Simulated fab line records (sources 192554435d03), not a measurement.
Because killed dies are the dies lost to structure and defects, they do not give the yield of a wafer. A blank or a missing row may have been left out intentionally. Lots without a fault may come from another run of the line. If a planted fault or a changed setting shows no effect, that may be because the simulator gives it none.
What tool caused it?    flow n5 finfet    7 lots with 21 wafers sampled at 3 steps, on a route of 1938 steps

WHAT EACH GAUGE READ, for each wafer
N5_BEOL_M11_RS_MEAS_57: a four-point-probe measurement.
lot   measured      on             M11_RS (ohm/sq)
L501  day 12 03:56  film metro-01  0.155 0.152 0.154
L505  day 12 23:07  film metro-02  0.151 0.149 0.152
L511  day 14 00:29  film metro-02  0.153 0.157 0.152
L513  day 14 06:46  film metro-02  0.156 0.159 0.150
L520  day 16 21:54  film metro-01  0.152 0.144 0.148
L523  day 18 04:05  film metro-02  0.143 0.147 0.145
L521  day 18 04:32  film metro-02  0.145 0.152 0.148

TOOL THAT RAN EACH LOT (tool first, then ch and the chambers of the sampled wafers, then the start)
lot   N5_BEOL_M11_ALD_74                   N5_BEOL_M11_ANNEAL_51
L501  ald metal-03 ch 1,2, day 12 02:07    rtp anneal-02 ch 0, day 12 03:16
L505  ald metal-03 ch 0,1,2, day 12 21:32  rtp anneal-02 ch 0, day 12 22:24
L511  ald metal-02 ch 1,2,3, day 13 22:49  rtp anneal-02 ch 0, day 13 23:46
L513  ald metal-01 ch 0,1,2, day 14 05:15  rtp anneal-02 ch 0, day 14 06:05
L520  ald metal-02 ch 0,1,2, day 16 18:56  rtp anneal-02 ch 0, day 16 21:11
L523  ald metal-03 ch 0,3, day 18 02:26    rtp anneal-01 ch 0, day 18 03:28
L521  ald metal-03 ch 0,2,3, day 18 02:54  rtp anneal-01 ch 0, day 18 03:49
- N5_BEOL_M11_ALD_74: deposits TaN, target thk 2 nm, pulse time 2 s, purge time 3 s.
- N5_BEOL_M11_ANNEAL_51: time 90 s.

THE ANSWER, worked out from the rows above alone
Rule: the usual values come from the lots themselves. The widest of any qualifying gaps counts: lots, ordered by their means at a reading, are off when they make up no more than a third of the lots, leave a main group of 4 or more, and stand apart from it by 3 or more times the standard deviation of that group's means. The tables above print the reading to a certain number of digits; a main group whose means all agree to those digits is not used. A lot without any number at a reading at which 4 lots or more have one is off too. Any other lot the step has rows for is counted as sound.
Nothing can be told from this: no lot is off at any reading shown.

WHAT THE SIMULATOR HAD PUT IN
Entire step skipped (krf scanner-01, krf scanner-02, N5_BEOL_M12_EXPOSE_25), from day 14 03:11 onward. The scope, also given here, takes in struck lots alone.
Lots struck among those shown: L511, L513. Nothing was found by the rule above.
